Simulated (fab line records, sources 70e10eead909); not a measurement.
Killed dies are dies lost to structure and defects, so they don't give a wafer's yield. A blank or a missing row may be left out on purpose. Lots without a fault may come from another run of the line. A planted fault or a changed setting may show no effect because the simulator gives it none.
Which tool did it? | flow nand_harc | 13 lots, 39 wafers sampled, at 7 steps of a route of 1159

WHAT THE GAUGES READ, wafer by wafer
NHARC_P_ZERO_WELL_CD_MEAS_24: target cd 720 nm.
lot  | measured    | on        | cd_nm (nm)
L444 | day 1 14:41 | cd_sem-01 | 719.3 718.1 719.2
L445 | day 1 20:36 | cd_sem-01 | 721.0 720.7 722.1
L446 | day 2 02:20 | cd_sem-01 | 721.2 720.7 721.9
L448 | day 2 14:35 | cd_sem-03 | 720.4 719.0 719.0
L450 | day 3 02:29 | cd_sem-01 | 719.0 720.1 718.3
L451 | day 3 08:34 | cd_sem-01 | 719.0 717.9 717.9
L455 | day 4 08:47 | cd_sem-03 | 720.0 720.0 718.3
L457 | day 4 20:34 | cd_sem-02 | - - -
L458 | day 5 02:35 | cd_sem-02 | - - -
L459 | day 5 08:32 | cd_sem-02 | - - -
L464 | day 6 14:42 | cd_sem-03 | 720.6 720.3 718.7
L466 | day 7 02:36 | cd_sem-03 | 719.4 715.7 718.1
L467 | day 7 08:28 | cd_sem-03 | 720.1 717.7 719.5

NHARC_P_ZERO_WELL_INSPECT_43.
lot  | measured    | on                | raw_defect_count
L444 | day 1 19:41 | defect_inspect-01 | 15 11 13
L445 | day 2 01:46 | defect_inspect-01 | 8 10 5
L446 | day 2 07:20 | defect_inspect-02 | 7 11 15
L448 | day 2 19:43 | defect_inspect-01 | 9 11 5
L450 | day 3 07:46 | defect_inspect-01 | 17 8 9
L451 | day 3 13:38 | defect_inspect-02 | 18 11 20
L455 | day 4 13:53 | defect_inspect-02 | 6 7 10
L457 | day 5 01:33 | defect_inspect-01 | 1088 1071 1104
L458 | day 5 07:47 | defect_inspect-02 | 1102 1050 1102
L459 | day 5 13:46 | defect_inspect-01 | 1102 1106 1113
L464 | day 6 19:46 | defect_inspect-02 | 12 6 7
L466 | day 7 07:36 | defect_inspect-01 | 16 22 24
L467 | day 7 13:28 | defect_inspect-01 | 8 13 10

NHARC_P_GATE_CD_MEAS_33.
lot  | measured     | on        | cd_nm (nm)
L444 | day 4 15:29  | cd_sem-01 | 121.9 124.1 121.9
L445 | day 4 15:31  | cd_sem-03 | 120.5 116.6 119.9
L446 | day 5 10:43  | cd_sem-02 | 119.1 119.8 117.9
L448 | day 5 15:24  | cd_sem-01 | 121.0 121.0 119.3
L450 | day 6 09:55  | cd_sem-03 | 121.6 120.8 121.2
L451 | day 6 13:47  | cd_sem-01 | 119.1 122.5 119.3
L455 | day 8 01:20  | cd_sem-02 | 121.5 122.7 118.0
L464 | day 9 18:51  | cd_sem-03 | 118.9 120.1 118.9
L466 | day 10 06:35 | cd_sem-01 | 119.7 121.3 123.6
L467 | day 10 13:44 | cd_sem-03 | 120.0 121.0 117.6

NHARC_P_CONTACT_OVL_MEAS_13.
lot  | measured     | on         | overlay_x_nm (nm) | overlay_y_nm (nm)
L444 | day 5 10:33  | overlay-01 | 0.7 1.4 1.2       | 0.5 0.1 0.0
L445 | day 5 12:19  | overlay-02 | -0.4 -0.5 -0.3    | 1.0 0.2 0.2
L446 | day 6 06:06  | overlay-01 | -1.5 -1.9 -2.2    | 0.2 0.8 1.0
L448 | day 6 12:38  | overlay-01 | -1.2 -1.4 -1.0    | -0.3 -0.4 -1.3
L450 | day 7 05:52  | overlay-01 | 0.3 0.5 0.5       | 0.0 0.1 0.3
L451 | day 7 09:07  | overlay-02 | -0.9 -1.3 -1.6    | -0.9 -1.1 -1.0
L455 | day 8 21:33  | overlay-01 | 0.1 -0.9 -0.4     | -0.8 0.6 0.6
L464 | day 10 13:59 | overlay-02 | 0.0 0.9 -0.4      | 0.7 0.9 1.1
L466 | day 11 02:02 | overlay-01 | -0.7 -1.5 -1.5    | 1.3 0.9 1.0
L467 | day 11 09:31 | overlay-01 | 1.2 0.6 0.8       | 0.4 0.8 1.3

NHARC_P_CONTACT_CD_MEAS_19.
lot  | measured     | on        | cd_nm (nm)
L444 | day 5 15:46  | cd_sem-01 | 89.8 87.7 87.7
L445 | day 5 13:17  | cd_sem-03 | 89.8 89.6 90.7
L446 | day 6 07:04  | cd_sem-02 | 91.1 90.5 90.9
L448 | day 6 13:53  | cd_sem-03 | 88.8 87.7 88.4
L450 | day 7 06:50  | cd_sem-02 | 89.0 89.1 88.6
L451 | day 7 10:05  | cd_sem-02 | 89.1 90.0 88.2
L455 | day 8 22:35  | cd_sem-03 | 90.5 90.2 90.3
L464 | day 10 14:58 | cd_sem-03 | 88.1 89.7 90.7
L466 | day 11 03:01 | cd_sem-02 | 89.8 89.8 89.9
L467 | day 11 10:29 | cd_sem-02 | 89.1 90.0 88.7

NHARC_END_SORT_01.
lot  | measured     | on        | killed_at_array | killed_at_other | killed_at_periphery | killed_dies | killed_open | killed_short
L457 | day 22 01:44 | prober-01 | 13 16 17        | 0 0 0           | 664 661 660         | 677 677 677 | 0 6 4       | 1 1 3
L458 | day 22 18:03 | prober-02 | 18 24 25        | 0 0 1           | 659 653 651         | 677 677 677 | 5 4 8       | 0 0 1
L459 | day 23 08:05 | prober-01 | 39 39 38        | 2 4 2           | 636 634 637         | 677 677 677 | 3 2 3       | 3 1 3

WHICH TOOL RAN EACH LOT (tool, then ch and the chambers of the sampled wafers, then the start)
lot  | NHARC_P_ZERO_WELL_EXPOSE_21
L444 | krf_scanner-02 ch 0, day 1 14:32
L445 | krf_scanner-03 ch 0, day 1 20:27
L446 | krf_scanner-03 ch 0, day 2 02:11
L448 | krf_scanner-03 ch 0, day 2 14:26
L450 | krf_scanner-02 ch 0, day 3 02:20
L451 | krf_scanner-02 ch 0, day 3 08:25
L455 | krf_scanner-02 ch 0, day 4 08:38
L457 | krf_scanner-02, day 4 20:25
L458 | krf_scanner-03, day 5 02:26
L459 | krf_scanner-03, day 5 08:23
L464 | krf_scanner-02 ch 0, day 6 14:33
L466 | krf_scanner-02 ch 0, day 7 02:26
L467 | krf_scanner-03 ch 0, day 7 08:19
- NHARC_P_ZERO_WELL_EXPOSE_21: exposes mask P NWELL, target cd 720 nm.

WHAT THE TOOLS THEMSELVES READ (means of the sampled wafers that have a number; where no wafer has one, the mark that the record gives instead)
NHARC_P_ZERO_WELL_EXPOSE_21.
lot  | tool           | exposure_dose_mJ_cm2 | focus_offset_nm (nm) | stage_vel_mm_s (mm/s)
L444 | krf_scanner-02 | 22.306               | -0.5                 | 499.68
L445 | krf_scanner-03 | 22.318               | -0.4                 | 500.23
L446 | krf_scanner-03 | 22.309               | 0.1                  | 499.92
L448 | krf_scanner-03 | 22.319               | -0.0                 | 499.87
L450 | krf_scanner-02 | 22.320               | -0.1                 | 499.67
L451 | krf_scanner-02 | 22.325               | -0.5                 | 500.05
L455 | krf_scanner-02 | 22.326               | 0.1                  | 500.19
L457 | krf_scanner-02 | -                    | -                    | -
L458 | krf_scanner-03 | -                    | -                    | -
L459 | krf_scanner-03 | -                    | -                    | -
L464 | krf_scanner-02 | 22.282               | 0.2                  | 499.99
L466 | krf_scanner-02 | 22.306               | -0.2                 | 499.90
L467 | krf_scanner-03 | 22.283               | -0.8                 | 500.08

THE ANSWER, worked out from the rows above alone
Rule: what is usual is taken from the lots themselves. Put in order of their means at a reading, lots are off if they are a third of the lots or fewer, leave a main group of 4 or more, and stand apart from it by a gap of 3 or more times the standard deviation of the main group's means; of several such gaps the widest counts. A main group whose means are all the same, to the digits that the tables above print for the reading, isn't used. A lot without any number at a reading at which 4 lots or more have one is off too. The other lots that the step has rows for count as sound. The gauges are gone through in route order, then the tools' own readings, and for those a lot's mean is taken as printed above. The first step at which some lot is off is used, and at that step the reading that is off furthest; a lot without a number counts as furthest.
Off: L457, L458, L459, at NHARC_P_ZERO_WELL_CD_MEAS_24 (cd_nm). Without a number there: L457, L458, L459. The main group: mean 719.4 nm, standard deviation 1.1.
A tool fits if, at a process step before that reading, it ran every lot that is off, and no sound lot after the first of them. The gauges at NHARC_P_ZERO_WELL_CD_MEAS_24 aren't tried: what is off there is off at NHARC_P_ZERO_WELL_INSPECT_43 too, on other tools, and a gauge's error can't cause that. None of those tried fits.

WHAT THE SIMULATOR HAD PUT IN
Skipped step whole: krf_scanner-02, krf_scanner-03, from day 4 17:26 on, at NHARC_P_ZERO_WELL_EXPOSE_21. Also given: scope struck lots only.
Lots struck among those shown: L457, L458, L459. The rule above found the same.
